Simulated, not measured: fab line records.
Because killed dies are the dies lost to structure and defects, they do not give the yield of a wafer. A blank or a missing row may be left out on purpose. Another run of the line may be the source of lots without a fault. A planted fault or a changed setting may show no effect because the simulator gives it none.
Chamber matching	flow n5_finfet	4 sister chambers for N5_WELL_APT_DESCUM_13 on rie_diel-04
The step chemistry O2, time 7.9 s. 4 wafers are shown with their chamber, then 11 later ones without.

== EACH WAFER AND ITS CHAMBER ==
wafer	chamber	showerhead_plenum_p_Torr (Torr)
L082.1	3	2.24
L084.5	2	2.05
L084.6	1	2.06
L086.1	0	2.08

== WAFERS WHOSE CHAMBER IS MISSING ==
wafer	showerhead_plenum_p_Torr (Torr)
L086.2	2.06
L086.4	2.05
L088.2	2.23
L088.3	2.06
L088.5	2.06
L093.1	2.06
L093.4	2.23
L093.5	2.23
L095.1	2.07
L095.3	2.22
L095.4	2.06

== WHICH CHAMBER EACH WENT THROUGH ==
wafer	from the rows above	in truth
L086.2	can't be placed: 1 or 2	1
L086.4	can't be placed: 2 or 1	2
L088.2	3	3
L088.3	can't be placed: 1 or 2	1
L088.5	can't be placed: 1 or 2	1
L093.1	can't be placed: 1 or 2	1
L093.4	3	3
L093.5	3	3
L095.1	can't be placed: 1 or 0 or 2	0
L095.3	3	3
L095.4	can't be placed: 1 or 2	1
Correctly placed: 4 of 11. These rows do not allow placing 7 (true chamber among the candidates in 7). Placed wrongly: 0.
How it was worked out, from the rows above alone: a wafer's distance from a chamber is the root of the sum, over the readings, of the square of ((its reading less the chamber's mean) divided by the reading's scatter). If the next closest chamber is less than 2 further off than the closest, the wafer can't be placed; otherwise it belongs to the closest. Each chamber's mean is taken over the wafers shown for it. The scatter: root of mean squared gap, hidden wafer to nearest shown wafer, with one shown wafer a chamber.
